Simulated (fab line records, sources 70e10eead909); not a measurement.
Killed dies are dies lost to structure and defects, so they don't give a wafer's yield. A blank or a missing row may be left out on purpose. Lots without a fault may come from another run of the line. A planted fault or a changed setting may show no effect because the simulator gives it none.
fab line records | flow nand_harc
record lots=6 wafers=16 last_day=33
route steps=1302 shown A_CHANNEL_HOLE_D1@480 A_CHANNEL_FILL_D1@490 END@1302
lots that met no fault: from a run of the same line without faults
start_h: hours from the record's first day to the start of the lot's first wafer shown | wait_h: hours since the lot's step before | " the same as in the row above | L1.1+2: a row that stands for several wafers | - no value, or no start given | * or withheld: withheld | < > ~ a bound
route shown NAME@n: a module of which the file shows steps, and the number in the route of the first | usual: mean/standard deviation of fault-free wafers | same: alike in all rows | chamber/n: place in a boat | sites: the reading at each site | _std_site: their standard deviation | _edge_site: outer sites' mean less inner sites' | radius_mm: how far each site lies from the wafer's centre | mask NAME#n: copy n | behind: the tool/chamber that last shaped the wafer | hold: why the lot was held/for how many hours/how that ended | device: the transistor (n, p or np) that didn't switch | end of line: the same wafers' tests at the end of the route | a step without rows: its recipe alone | killed: dies lost to structure and defects at the first sort, not the wafer's yield | map: a wafer's dies, x killed, . not, _ none there
set.NAME: the setting as run; set.NAME@STEP: as run at that earlier step | model.NAME: the simulator's own value behind a step, which no gauge read
lots at some steps of the route; a table a step, a row a wafer
services: from which hour (start_h, from the record's first day; less than 0 if before it) a tool's chamber was out of use, for how many hours, and why
## steps
# step NHARC_A_CHANNEL_HOLE_D1_STRIP_41
# recipe n2_flow_sccm=150 h2_flow_sccm=150 ar_flow_sccm=0 bias_w=0 chemistry=N2/H2
# step NHARC_A_CHANNEL_HOLE_D1_STRIP_42
# recipe cf4_flow_sccm=100 chf3_flow_sccm=30 ar_flow_sccm=0 bias_w=0 chemistry=CF4/CHF3
# step NHARC_A_CHANNEL_HOLE_D1_STRIP_43
# recipe o2_flow_sccm=400 cos_flow_sccm=20 ar_flow_sccm=0 bias_w=0 chemistry=O2/COS
# step NHARC_A_CHANNEL_HOLE_D1_ETCH_44
# recipe target_depth_a=1400 overetch_a=140 time_s=77 ion_energy_ev=100 cf4_flow_sccm=80 o2_flow_sccm=20 ar_flow_sccm=0 rf_w=300 bias_w=100 chemistry=CF4/O2
# usual drypump_motor_current_A=5.7/0.47 o2_flow_sccm=20.00/0.064 oes_product_au=0.998/0.013 rf_vpp_V=197.2/1.2 showerhead_plenum_p_Torr=1.31/0.036 throttle_valve_pct=13.398/0.0082
# columns lot.wafer tool chamber start_h wait_h drypump_motor_current_A o2_flow_sccm oes_product_au rf_hours_counter_h rf_vpp_V showerhead_plenum_p_Torr throttle_valve_pct
L301.3 rie_diel-10 2 295.28 0.1 5.0 19.92 1.013 4 195.6 1.28 13.382
L301.2 " 3 " " 6.3 20.02 0.992 3 196.3 1.29 13.394
L301.5 " 2 " " 4.9 19.95 1.010 - 196.6 1.28 13.377
L302.4 rie_diel-10 3 301.86 0.0 6.3 20.00 0.999 3 196.5 1.29 13.399
L302.3 " 2 " " 4.9 19.85 1.003 5 197.1 1.28 13.413
L302.5 " 0 " " 6.0 20.01 0.999 - 198.2 1.35 13.395
L304.5 rie_diel-10 3 326.04 0.1 6.3 19.97 1.012 - 196.3 1.29 13.398
L304.6 " 0 " " 6.0 20.02 1.007 - 198.2 1.35 13.400
L303.6 rie_diel-10 0 327.00 0.1 6.0 19.99 0.994 - 199.7 1.35 13.389
L303.5 " 1 " " 5.6 19.98 0.961 - 198.8 1.29 13.402
L312.3 rie_diel-02 3 407.08 0.1 5.2 19.85 1.011 1 196.5 1.26 13.398
L312.2 " 1 " " 6.0 19.99 1.008 1 198.1 1.35 13.398
L312.6 " 3 " " 5.2 19.99 1.004 - 194.7 1.26 13.387
L313.4 rie_diel-10 2 417.29 0.0 5.0 19.99 0.993 13 196.2 1.28 13.395
L313.1 " 3 " " 6.3 20.02 0.982 13 197.1 1.29 13.389
L313.5 " 3 " " 6.3 20.02 0.981 - 196.2 1.29 13.397
# step NHARC_A_CHANNEL_HOLE_D1_STRIP_27
# recipe o2_flow_sccm=500 ar_flow_sccm=0 bias_w=0 chemistry=O2
# usual drypump_motor_current_A=5.7/0.47 o2_flow_sccm=500.0/1.5 oes_product_au=1.000/0.015 rf_vpp_V=57.5/0.89 showerhead_plenum_p_Torr=3.45/0.087 throttle_valve_pct=17.037/0.0087
# columns lot.wafer tool chamber start_h wait_h drypump_motor_current_A o2_flow_sccm oes_product_au rf_hours_counter_h rf_vpp_V showerhead_plenum_p_Torr throttle_valve_pct
L301.3 rie_diel-10 2 - - 5.0 499.3 1.016 4 58.4 3.38 17.036
L301.2 " 3 " " 6.3 499.4 1.004 3 57.4 3.43 17.047
L301.5 " 1 " " 5.7 500.7 0.986 - 56.9 3.42 17.033
L302.4 rie_diel-10 3 - - 6.3 500.4 1.007 3 58.0 3.43 17.042
L302.3 " 2 " " 5.0 503.3 1.006 5 58.0 3.38 17.042
L302.5 " 0 " " 6.1 500.4 1.004 - 57.8 3.57 17.037
L304.5 rie_diel-10 3 - - 6.4 496.2 1.007 - 58.7 3.42 17.039
L304.6 " 0 " " 6.1 499.9 0.999 - 58.1 3.57 17.037
L303.5 rie_diel-10 1 - - 5.7 500.9 0.981 - 58.6 3.42 17.013
L303.6 " 2 " " 5.0 499.6 1.005 - 56.5 3.38 17.045
L312.2 rie_diel-02 3 - - 5.2 500.5 1.017 1 56.1 3.33 17.044
L312.3 " 0 " " 6.1 500.0 1.016 1 58.0 3.51 17.029
L312.6 " 0 " " 6.1 499.8 1.018 - 56.9 3.51 17.049
L313.4 rie_diel-10 2 - - 5.0 501.3 0.997 14 58.0 3.38 17.032
L313.1 " 3 " " 6.4 500.8 0.992 13 56.5 3.42 17.036
L313.5 " 2 " " 5.0 500.8 1.002 - 57.8 3.38 17.032
# step NHARC_A_CHANNEL_HOLE_D1_PRECLEAN_28
# recipe time_s=* temp_c=50 bath_age_min=0 chemistry=SC1
# step NHARC_A_CHANNEL_HOLE_D1_SRD_29
# step NHARC_A_CHANNEL_HOLE_D1_CD_MEAS_30
# usual cd_nm=90.9/1.8
# columns lot.wafer tool chamber start_h wait_h cd_nm
L301.2 cd_sem-01 - 296.09 - 92.4
L301.3 " - " " 89.0
L301.5 " - " " 87.0
L302.3 cd_sem-03 - 302.67 - 89.4
L302.4 " - " " 92.0
L302.5 " - " " 92.8
L304.5 cd_sem-03 - 326.82 - 94.4
L304.6 " - " " 90.9
L303.5 cd_sem-02 - 327.79 - 89.0
L303.6 " - " " 90.2
L312.2 cd_sem-01 - 407.88 - 91.1
L312.3 " - " " 89.4
L312.6 " - " " 92.2
L313.1 cd_sem-02 - 418.09 - 92.6
L313.4 " - " " 89.6
L313.5 " - " " 91.0
# step NHARC_A_CHANNEL_HOLE_D1_XSEM_31
# recipe landing_energy_ev=35000
# usual bot_cd_nm=75.6/1.8 bow_nm=8.7/0.35 tilt_deg=0.08/0.033
# columns lot.wafer tool chamber start_h wait_h bot_cd_nm bow_nm tilt_deg
L301.2 xsem-02 0 296.18 0.1 76.8 8.4 0.07
L301.3 " 0 " " 74.2 8.4 0.07
L301.5 " 0 " " 72.1 8.4 0.07
L302.3 xsem-01 0 302.76 0.1 74.0 7.9 0.10
L302.4 " 0 " " 76.0 7.9 0.10
L302.5 " 0 " " 77.2 7.9 0.10
L304.5 xsem-02 0 326.92 0.1 77.7 8.7 0.14
L304.6 " 0 " " 75.0 8.6 0.15
L303.5 xsem-01 0 327.88 0.1 74.3 8.5 0.08
L303.6 " 0 " " 75.3 8.5 0.08
L312.2 xsem-02 0 407.97 0.1 75.5 9.3 0.08
L312.3 " 0 " " 73.4 9.3 0.08
L312.6 " 0 " " 76.2 9.3 0.08
L313.1 xsem-01 0 418.18 0.1 77.5 9.1 0.09
L313.4 " 0 " " 75.7 9.1 0.09
L313.5 " 0 " " 75.9 9.1 0.09
# step NHARC_A_CHANNEL_HOLE_D1_INSPECT_40
# usual raw_defect_count=69/24
# columns lot.wafer tool chamber start_h wait_h raw_defect_count
L301.2 defect_inspect-02 - 296.28 - 52
L301.3 " - " " 58
L301.5 " - " " 34
L302.3 defect_inspect-02 - 302.85 - 50
L302.4 " - " " 58
L302.5 " - " " 37
L304.5 defect_inspect-01 - 327.00 - 88
L304.6 " - " " 81
L303.5 defect_inspect-02 - 327.97 - 62
L303.6 " - " " 94
L312.2 defect_inspect-02 - 408.07 - 83
L312.3 " - " " 58
L312.6 " - " " 84
L313.1 defect_inspect-02 - 418.28 - 26
L313.4 " - " " 38
L313.5 " - " " 34
# step NHARC_A_CHANNEL_FILL_D1_PRECLEAN_00
# recipe time_s=* temp_c=50 bath_age_min=0 chemistry=SC1
# step NHARC_A_CHANNEL_FILL_D1_SRD_01
# step NHARC_A_CHANNEL_FILL_D1_ALD_02
# recipe target_thk_a=60 pulse_time_s=10 ald_cycles=60 temp_c=300 material=SiO2
# usual ald_cycles=60/0 heater_power_w=447/39 precursor_pulse_height_rel=1.000/0.019
# columns lot.wafer tool chamber start_h wait_h ald_cycles heater_power_w precursor_pulse_height_rel
L301.2 ald_hk-01 0 296.48 - 60 475 1.007
L301.3 " 1 " " 60 379 0.990
L301.5 " 0 " " 60 473 1.001
L302.3 ald_hk-03 1 303.11 - 60 450 1.003
L302.4 " 2 " " 60 440 1.007
L302.5 " 1 " " 60 454 0.967
L304.6 ald_hk-03 0 328.34 - 48 458 0.996
L304.5 " 1 " " 60 460 1.003
L303.5 ald_hk-03 2 328.77 - 60 458 1.030
L303.6 " 3 " " 48 392 0.958
L312.3 ald_hk-01 0 408.33 - 60 465 1.010
L312.2 " 2 " " 60 420 0.969
L312.6 " 0 " " 60 447 1.002
L313.4 ald_hk-01 3 418.78 - 60 427 1.017
L313.1 " 2 " " 60 419 1.029
L313.5 " 3 " " 60 420 1.036
# step NHARC_A_CHANNEL_FILL_D1_ALD_03
# recipe target_thk_a=60 pulse_time_s=60 ald_cycles=58 temp_c=630 pressure_torr=2 material=SiNx
# usual ald_cycles=58/0 precursor_pulse_height_rel=0.999/0.021
# columns lot.wafer tool chamber start_h wait_h ald_cycles precursor_pulse_height_rel
L301.2 ald_sin_batch-03 0 - - 58 0.979
L301.3 " 0 " " 58 0.974
L301.5 " 0 " " 58 0.997
L302.3 ald_sin_batch-03 0 - - 58 0.957
L302.4 " 0 " " 58 1.020
L302.5 " 0 " " 58 1.001
L303.5 ald_sin_batch-03 0 - - 58 1.052
L303.6 " 0 " " 58 1.023
L304.5 ald_sin_batch-03 0 - - 58 1.003
L304.6 " 0 " " 58 1.002
L312.2 ald_sin_batch-02 0 - - 58 1.034
L312.3 " 0 " " 58 0.993
L312.6 " 0 " " 58 1.015
L313.1 ald_sin_batch-03 0 - - 58 0.981
L313.4 " 0 " " 58 1.001
L313.5 " 0 " " 58 0.964
# step NHARC_END_SORT_01
# recipe temp_c=25
# usual killed_at_array=52/18 killed_at_other=1.0/1.4 killed_at_periphery=3.1/2.3 killed_dies=56/17 killed_open=3.0/1.7 killed_short=2.5/1.7
# same gross_dies=677
# columns lot.wafer tool chamber start_h wait_h killed_at_array killed_at_other killed_at_periphery killed_dies killed_open killed_short
L302.4 prober-02 0 687.15 3.4 44 1 1 46 4 6
L304.6 prober-01 0 687.59 4.0 60 4 3 67 2 3
L303.5 prober-01 0 694.61 3.7 60 1 5 66 4 2
L303.6 prober-01 0 695.40 4.0 48 0 5 53 5 3
# killed by level:class
L302.4 A_CHANNEL_HOLE_D2:chamber_film_flake=16 A_CHANNEL_HOLE_D1:chamber_film_flake=5 A_CHANNEL_FILL_D1:geometric_particle:open=3 A_CHANNEL_FILL_D1:geometric_particle:short=3 A_CONTACT:chamber_film_flake=3 A_SLIT:chamber_film_flake=3 A_WL_FILL:chamber_film_flake=3 A_ZERO_WELL:chamber_film_flake=2
L304.6 A_CHANNEL_HOLE_D1:chamber_film_flake=25 A_CHANNEL_HOLE_D2:chamber_film_flake=15 A_STAIRCASE:chamber_film_flake=6 THIN_TSV:chamber_film_flake=4 A_SLIT:chamber_film_flake=3 A_CONTACT:chamber_film_flake=3 A_WL_FILL:geometric_particle:short=2 A_ZERO_WELL:chamber_film_flake=2
L303.5 A_SLIT:chamber_film_flake=36 A_CHANNEL_HOLE_D1:chamber_film_flake=11 A_CONTACT:chamber_film_flake=4 A_M1:chamber_film_flake=4 P_ZERO_WELL:chamber_film_flake=2 P_CONTACT:geometric_particle:short=1 P_M1:geometric_particle:open=1 A_CHANNEL_FILL_D2:geometric_particle:open=1
L303.6 A_SLIT:chamber_film_flake=26 A_CHANNEL_HOLE_D1:chamber_film_flake=9 A_CONTACT:chamber_film_flake=3 P_GATE:chamber_film_flake=2 P_M0:geometric_particle:open=1 P_M1:geometric_particle:open=1 A_ONON_D1:geometric_particle:open=1 A_CHANNEL_FILL_D1:geometric_particle:open=1
## services
# columns tool chamber start_h hours kind
rie_diel-10 0 276.00 - clean
rie_diel-10 1 276.00 - clean
rie_diel-10 2 276.00 - clean
rie_diel-10 3 276.00 - clean
rie_diel-10 0 300.50 - clean
rie_diel-10 1 300.50 - clean
rie_diel-10 2 300.50 - clean
rie_diel-10 3 300.50 - clean
ald_hk-01 - 300.83 10.0 pm
rie_diel-10 0 325.00 - clean
rie_diel-10 1 325.00 - clean
rie_diel-10 2 325.00 - clean
rie_diel-10 3 325.00 - clean
rie_diel-10 0 349.50 - clean
rie_diel-10 1 349.50 - clean
rie_diel-10 2 349.50 - clean
rie_diel-02 1 352.67 2.9 repair
rie_diel-10 0 366.22 3.1 repair
xsem-01 - 374.00 14.0 pm
rie_diel-10 3 380.62 2.5 repair
rie_diel-10 0 391.42 5.9 repair
rie_diel-02 - 394.35 9.0 pm
xsem-02 - 397.72 1.8 repair
rie_diel-10 - 419.50 9.0 pm
## key
first_sign step=NHARC_A_CHANNEL_FILL_D1_ALD_02 reading=ald_cycles direction=down sigmas=99+ usual=60 struck=48
effect none on later readings
met_at NHARC_A_CHANNEL_FILL_D1_ALD_02
struck_wafers L303.6,L304.6
tester_left_out L303,L304
onset_between 303.11 328.34
fault kind=process_parameter_drift tool=ald_hk-03 chamber=- onset_h=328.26 steps=NHARC_A_CHANNEL_FILL_D1_ALD_02 channel=ald_cycles offset=-12 shape=step end_h=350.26 scope=struck_wafers_only acts_in=these_recipes_only stated=60
# tester_left_out: of these lots the tester's yield and bins aren't shown, on N5 and GAA mostly nor the transistor test; their killed dies are dies lost to structure and defects alone, not to doping, threshold or leakage, so they don't give the yield
